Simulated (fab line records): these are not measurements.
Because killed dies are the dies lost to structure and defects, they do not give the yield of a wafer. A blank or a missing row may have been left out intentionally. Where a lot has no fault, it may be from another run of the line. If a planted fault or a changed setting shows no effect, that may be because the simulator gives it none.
One fault through the eyes of 3 desks -- flow n5-finfet -- each desk holds nothing but its own numbers, with what lay behind them at the end

TOOL OWNER'S DESK, rie-diel-04
The tool's own readings at N5_BEOL_M3_ETCH_64 (etches SOC in N2/H2, target depth 75 nm, overetch 15 nm, time 112.5 s): means of the sampled wafers that have a number, for each lot that ran on this tool. A lot is out of limits, marked OUT, if its mean lies more than 4 standard deviations from the usual mean; the brackets give that distance.
Columns: A = drypump-motor-current-A at N5_BEOL_M3_ETCH_64, usual 5.7 A; B = h2-flow-sccm at N5_BEOL_M3_ETCH_64, usual 200.0 sccm; C = oes-product-au at N5_BEOL_M3_ETCH_64, usual 0.62 a.u.; D = rf-vpp-V at N5_BEOL_M3_ETCH_64, usual 524.4 V; E = showerhead-plenum-p-Torr at N5_BEOL_M3_ETCH_64, usual 2.56 Torr; F = throttle-valve-pct at N5_BEOL_M3_ETCH_64, usual 17.89 %
lot,first seen here,A,B,C,D,E,F
L925,day 7 02:38,6.0,200.1,0.61,524.3,2.54,17.91
L928,day 8 04:15,5.8,199.6,0.57,525.0,2.55,17.96
L930,day 9 08:41,6.3,199.6,0.66,524.9,2.57,17.96
This desk's verdict: no lot among the 3 shows anything out of limits.

FROM THE METROLOGY DESK
Means of the sampled wafers that have a number, per lot and without regard to the tool the lot ran on: this is what the gauges read. A lot is out of limits, marked OUT, if its mean lies more than 4 standard deviations from the usual mean; the brackets give that distance. Shown here are 7 of its 11 readings, the ones lying furthest out on some lot.
Columns: A = cd-nm at N5_BEOL_M3_CD_MEAS_11, usual 16.96 nm; B = DIBL_P at N5_BEOL_M4_RC_MEAS_101, usual 36.4 mV/V; C = ION_N at N5_BEOL_M4_RC_MEAS_101, usual 679 uA/um; D = ION_P at N5_BEOL_M4_RC_MEAS_101, usual 465 uA/um; E = SS_N at N5_BEOL_M4_RC_MEAS_101, usual 71.4 mV/dec; F = VT_N at N5_BEOL_M4_RC_MEAS_101, usual 249 mV; G = VT_P at N5_BEOL_M4_RC_MEAS_101, usual -250 mV
lot,first seen here,A,B,C,D,E,F,G
L925,day 7 02:25,16.99,36.1,683,464,71.9,247,-250
L928,day 8 03:59,16.82,35.4,673,465,71.5,249,-246
L930,day 9 08:17,17.04,34.7,689,473,71.2,249,-248
L938,day 10 16:20,17.31,35.7,674,465,72.0,253,-250
L939,day 10 20:06,17.10,36.3,684,469,71.5,246,-249
L941,day 11 03:27,16.80,36.0,682,469,71.5,248,-249
L942,day 11 20:46,16.59,37.7,669,452,71.3,250,-253
L944,day 12 04:43,16.67,34.4,676,469,71.2,250,-250
L946,day 13 01:08,17.07,36.8,669,458,71.3,250,-248
This desk's verdict: no lot among the 9 shows anything out of limits.

THE DEFECT DESK
For each lot, the counts of the inspections along the route, averaged over the sampled wafers that have a number. A lot is out of limits, marked OUT, if its mean lies more than 4 standard deviations from the usual mean; the brackets give that distance.
Columns: A = raw-defect-count at N5_BEOL_M3_INSPECT_30, usual 420
lot,first seen here,A
L925,day 7 03:23,554
L928,day 8 05:08,373
L930,day 9 09:23,950 (+5.7) OUT
L938,day 10 17:32,441
L939,day 10 21:07,401
L941,day 11 04:25,491
L942,day 11 21:51,317
L944,day 12 05:47,377
L946,day 13 02:22,528
This desk finds L930 out of limits, L930 being first, at day 9 09:23 (raw-defect-count at N5_BEOL_M3_INSPECT_30). L925, L928, L938, L939, L941, L942, L944, L946: within limits.

BROUGHT TOGETHER
The defect desk could have raised an alarm at day 9 09:23, on L930.
Nothing out of limits was seen by the tool owner's desk.
At the metrology desk, nothing out of limits was observed.
Tool owner's desk: L930 on record, inside its limits.
The metrology desk holds a record of L930, inside its limits.
Every lot named ran N5_BEOL_M3_ETCH_64 on rie-diel-04.

WHAT THE SIMULATOR HAD INSERTED
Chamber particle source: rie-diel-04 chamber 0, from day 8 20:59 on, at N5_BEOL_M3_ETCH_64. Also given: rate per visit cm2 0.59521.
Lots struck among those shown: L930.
Hours from the fault's start to each desk's first reading out of limits: the defect desk, 12.
